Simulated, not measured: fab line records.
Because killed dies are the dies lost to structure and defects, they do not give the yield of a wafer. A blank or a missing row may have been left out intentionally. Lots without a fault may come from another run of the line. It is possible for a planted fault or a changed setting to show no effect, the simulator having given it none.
Split-lot study / flow n5-finfet / route with 1938 steps; 7 lots, 39 wafers read

## SPLIT DETAILS
At N5_MOL_CONTACT_COAG_ALD_133 (deposits SiO2, target thk 5 nm, pulse time 1 s, co reactant pulse time 1 s), the setting ald-cycles was moved away from the recipe's 35 on 15 of the 39 wafers read, by -60.0% to -14.3%. All remaining wafers had this setting at the recipe value.

The reading is taken at the split's own step.

## THE READING
SiO2_of_MOL_CONTACT_COAG_ALD_133.thk-nm (the simulator's own value, which no gauge read), in nm, at N5_MOL_CONTACT_COAG_ALD_133 (deposits SiO2, target thk 5 nm, pulse time 1 s, co reactant pulse time 1 s). The file gives no usual value for it.

wafer=L075.1; tool, chamber at the split=ald-sin-03, 0,1,2; ald-cycles as run=21; against the recipe=-40.0%; SiO2_of_MOL_CONTACT_COAG_ALD_133.thk-nm, nm=3; against lot-mates on the recipe=-2.0
wafer=L075.5; tool, chamber at the split=ald-sin-03, 0,1,2; ald-cycles as run=21; against the recipe=-40.0%; SiO2_of_MOL_CONTACT_COAG_ALD_133.thk-nm, nm=3; against lot-mates on the recipe=-2.0
wafer=L075.6; tool, chamber at the split=ald-sin-03, 0,1,2; ald-cycles as run=21; against the recipe=-40.0%; SiO2_of_MOL_CONTACT_COAG_ALD_133.thk-nm, nm=3; against lot-mates on the recipe=-2.0
wafer=L075.2; tool, chamber at the split=ald-sin-03, 1,3,2; ald-cycles as run=35; against the recipe=recipe; SiO2_of_MOL_CONTACT_COAG_ALD_133.thk-nm, nm=5; against lot-mates on the recipe=-
wafer=L075.3; tool, chamber at the split=ald-sin-03, 1,3,2; ald-cycles as run=35; against the recipe=recipe; SiO2_of_MOL_CONTACT_COAG_ALD_133.thk-nm, nm=5; against lot-mates on the recipe=-
wafer=L075.4; tool, chamber at the split=ald-sin-03, 1,3,2; ald-cycles as run=35; against the recipe=recipe; SiO2_of_MOL_CONTACT_COAG_ALD_133.thk-nm, nm=5; against lot-mates on the recipe=-
wafer=L077.1; tool, chamber at the split=ald-sin-03, 1,2,3; ald-cycles as run=15; against the recipe=-57.1%; SiO2_of_MOL_CONTACT_COAG_ALD_133.thk-nm, nm=2.2; against lot-mates on the recipe=-2.8
wafer=L077.2; tool, chamber at the split=ald-sin-03, 1,2,3; ald-cycles as run=15; against the recipe=-57.1%; SiO2_of_MOL_CONTACT_COAG_ALD_133.thk-nm, nm=2.2; against lot-mates on the recipe=-2.8
wafer=L077.3; tool, chamber at the split=ald-sin-03, 1,2,3; ald-cycles as run=15; against the recipe=-57.1%; SiO2_of_MOL_CONTACT_COAG_ALD_133.thk-nm, nm=2.2; against lot-mates on the recipe=-2.8
wafer=L077.4; tool, chamber at the split=ald-sin-03, 0,3,0; ald-cycles as run=35; against the recipe=recipe; SiO2_of_MOL_CONTACT_COAG_ALD_133.thk-nm, nm=5; against lot-mates on the recipe=-
wafer=L077.5; tool, chamber at the split=ald-sin-03, 0,3,0; ald-cycles as run=35; against the recipe=recipe; SiO2_of_MOL_CONTACT_COAG_ALD_133.thk-nm, nm=5; against lot-mates on the recipe=-
wafer=L077.6; tool, chamber at the split=ald-sin-03, 0,3,0; ald-cycles as run=35; against the recipe=recipe; SiO2_of_MOL_CONTACT_COAG_ALD_133.thk-nm, nm=5; against lot-mates on the recipe=-
wafer=L080.1; tool, chamber at the split=ald-sin-04, 3,0,2; ald-cycles as run=35; against the recipe=recipe; SiO2_of_MOL_CONTACT_COAG_ALD_133.thk-nm, nm=5; against lot-mates on the recipe=-
wafer=L080.3; tool, chamber at the split=ald-sin-04, 3,0,2; ald-cycles as run=35; against the recipe=recipe; SiO2_of_MOL_CONTACT_COAG_ALD_133.thk-nm, nm=5; against lot-mates on the recipe=-
wafer=L080.4; tool, chamber at the split=ald-sin-04, 3,0,2; ald-cycles as run=35; against the recipe=recipe; SiO2_of_MOL_CONTACT_COAG_ALD_133.thk-nm, nm=5; against lot-mates on the recipe=-
wafer=L080.2; tool, chamber at the split=ald-sin-04, 1,1,0; ald-cycles as run=14; against the recipe=-60.0%; SiO2_of_MOL_CONTACT_COAG_ALD_133.thk-nm, nm=2; against lot-mates on the recipe=-3.0
wafer=L080.5; tool, chamber at the split=ald-sin-04, 1,1,0; ald-cycles as run=14; against the recipe=-60.0%; SiO2_of_MOL_CONTACT_COAG_ALD_133.thk-nm, nm=2; against lot-mates on the recipe=-3.0
wafer=L080.6; tool, chamber at the split=ald-sin-04, 1,1,0; ald-cycles as run=14; against the recipe=-60.0%; SiO2_of_MOL_CONTACT_COAG_ALD_133.thk-nm, nm=2; against lot-mates on the recipe=-3.0
wafer=L081.1; tool, chamber at the split=ald-sin-03, 1,2,3,0,1,2; ald-cycles as run=35; against the recipe=recipe; SiO2_of_MOL_CONTACT_COAG_ALD_133.thk-nm, nm=5; against lot-mates on the recipe=-
wafer=L081.2; tool, chamber at the split=ald-sin-03, 1,2,3,0,1,2; ald-cycles as run=35; against the recipe=recipe; SiO2_of_MOL_CONTACT_COAG_ALD_133.thk-nm, nm=5; against lot-mates on the recipe=-
wafer=L081.3; tool, chamber at the split=ald-sin-03, 1,2,3,0,1,2; ald-cycles as run=35; against the recipe=recipe; SiO2_of_MOL_CONTACT_COAG_ALD_133.thk-nm, nm=5; against lot-mates on the recipe=-
wafer=L081.4; tool, chamber at the split=ald-sin-03, 1,2,3,0,1,2; ald-cycles as run=35; against the recipe=recipe; SiO2_of_MOL_CONTACT_COAG_ALD_133.thk-nm, nm=5; against lot-mates on the recipe=-
wafer=L081.5; tool, chamber at the split=ald-sin-03, 1,2,3,0,1,2; ald-cycles as run=35; against the recipe=recipe; SiO2_of_MOL_CONTACT_COAG_ALD_133.thk-nm, nm=5; against lot-mates on the recipe=-
wafer=L081.6; tool, chamber at the split=ald-sin-03, 1,2,3,0,1,2; ald-cycles as run=35; against the recipe=recipe; SiO2_of_MOL_CONTACT_COAG_ALD_133.thk-nm, nm=5; against lot-mates on the recipe=-
wafer=L086.1; tool, chamber at the split=ald-sin-01, 2,2,0; ald-cycles as run=35; against the recipe=recipe; SiO2_of_MOL_CONTACT_COAG_ALD_133.thk-nm, nm=5; against lot-mates on the recipe=-
wafer=L086.4; tool, chamber at the split=ald-sin-01, 2,2,0; ald-cycles as run=35; against the recipe=recipe; SiO2_of_MOL_CONTACT_COAG_ALD_133.thk-nm, nm=5; against lot-mates on the recipe=-
wafer=L086.5; tool, chamber at the split=ald-sin-01, 2,2,0; ald-cycles as run=35; against the recipe=recipe; SiO2_of_MOL_CONTACT_COAG_ALD_133.thk-nm, nm=5; against lot-mates on the recipe=-
wafer=L086.2; tool, chamber at the split=ald-sin-01, 0,3; ald-cycles as run=30; against the recipe=-14.3%; SiO2_of_MOL_CONTACT_COAG_ALD_133.thk-nm, nm=4.4; against lot-mates on the recipe=-0.6
wafer=L086.6; tool, chamber at the split=ald-sin-01, 0,3; ald-cycles as run=30; against the recipe=-14.3%; SiO2_of_MOL_CONTACT_COAG_ALD_133.thk-nm, nm=4.4; against lot-mates on the recipe=-0.6
wafer=L086.3; tool, chamber at the split=ald-sin-01, 3; ald-cycles as run=30; against the recipe=-14.3%; SiO2_of_MOL_CONTACT_COAG_ALD_133.thk-nm, nm=4.2; against lot-mates on the recipe=-0.8
wafer=L089.2; tool, chamber at the split=ald-sin-01, 2,3,0; ald-cycles as run=35; against the recipe=recipe; SiO2_of_MOL_CONTACT_COAG_ALD_133.thk-nm, nm=5; against lot-mates on the recipe=-
wafer=L089.4; tool, chamber at the split=ald-sin-01, 2,3,0; ald-cycles as run=35; against the recipe=recipe; SiO2_of_MOL_CONTACT_COAG_ALD_133.thk-nm, nm=5; against lot-mates on the recipe=-
wafer=L089.5; tool, chamber at the split=ald-sin-01, 2,3,0; ald-cycles as run=35; against the recipe=recipe; SiO2_of_MOL_CONTACT_COAG_ALD_133.thk-nm, nm=5; against lot-mates on the recipe=-
wafer=L091.1; tool, chamber at the split=ald-sin-03, 1,2,2; ald-cycles as run=35; against the recipe=recipe; SiO2_of_MOL_CONTACT_COAG_ALD_133.thk-nm, nm=5; against lot-mates on the recipe=-
wafer=L091.2; tool, chamber at the split=ald-sin-03, 1,2,2; ald-cycles as run=35; against the recipe=recipe; SiO2_of_MOL_CONTACT_COAG_ALD_133.thk-nm, nm=5; against lot-mates on the recipe=-
wafer=L091.5; tool, chamber at the split=ald-sin-03, 1,2,2; ald-cycles as run=35; against the recipe=recipe; SiO2_of_MOL_CONTACT_COAG_ALD_133.thk-nm, nm=5; against lot-mates on the recipe=-
wafer=L091.3; tool, chamber at the split=ald-sin-03, 0; ald-cycles as run=19; against the recipe=-45.7%; SiO2_of_MOL_CONTACT_COAG_ALD_133.thk-nm, nm=2.6; against lot-mates on the recipe=-2.4
wafer=L091.4; tool, chamber at the split=ald-sin-03, 3,1; ald-cycles as run=19; against the recipe=-45.7%; SiO2_of_MOL_CONTACT_COAG_ALD_133.thk-nm, nm=2.8; against lot-mates on the recipe=-2.2
wafer=L091.6; tool, chamber at the split=ald-sin-03, 3,1; ald-cycles as run=19; against the recipe=-45.7%; SiO2_of_MOL_CONTACT_COAG_ALD_133.thk-nm, nm=2.8; against lot-mates on the recipe=-2.2
When a row names more than one chamber, that row covers several wafers, and the file does not tell which wafer ran in which chamber.

THE FIT
A straight line over all 39 wafers: SiO2_of_MOL_CONTACT_COAG_ALD_133.thk-nm changes by +0.0496 nm for each +1% of ald-cycles; r = +1.00; the points scatter about the line by 0.042 nm.
The same after taking each lot's own level away (the mean of its wafers on the recipe; 39 wafers): +0.0496 nm for each +1%; r = +1.00; scatter 0.042 nm.
That fit puts the effect of the largest move of ald-cycles on the reading at 3 nm.
The lots' own levels span 5.00 to 5.00 nm.
The two slopes are in agreement: the lot-to-lot level therefore moves the slope only a little.
Check: -2.97 nm against its lot-mates is what the line predicts for one of the wafers moved furthest among these (-60.0%) when that wafer is left out of the fit. Against them it came out at -3 nm.

## OTHER SPLITS ON THESE WAFERS
These wafers also went through other splits before the reading. Each is held against what the fit with the lots' levels taken away leaves over:
other split on the same wafers=N5_ZERO_LAYER_DEVELOP_10 develop-time-s; wafers away from the commonest value=12; r with SiO2_of_MOL_CONTACT_COAG_ALD_133.thk-nm (lot level and that fit taken away)=-0.25
other split on the same wafers=N5_DUMMY_GATE_HM_DEP_06 time-s; wafers away from the commonest value=33; r with SiO2_of_MOL_CONTACT_COAG_ALD_133.thk-nm (lot level and that fit taken away)=-0.17
other split on the same wafers=N5_SD_EPI_N_EPI_21 time-s; wafers away from the commonest value=15; r with SiO2_of_MOL_CONTACT_COAG_ALD_133.thk-nm (lot level and that fit taken away)=+0.02
other split on the same wafers=N5_MOL_CONTACT_COAG_ALD_20 ald-cycles; wafers away from the commonest value=15; r with SiO2_of_MOL_CONTACT_COAG_ALD_133.thk-nm (lot level and that fit taken away)=+0.18

## THE FILE'S OWN FIT
SiO2_of_MOL_CONTACT_COAG_ALD_133.thk-nm changes by +0.0496 nm for each +1% of ald-cycles, r = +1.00.
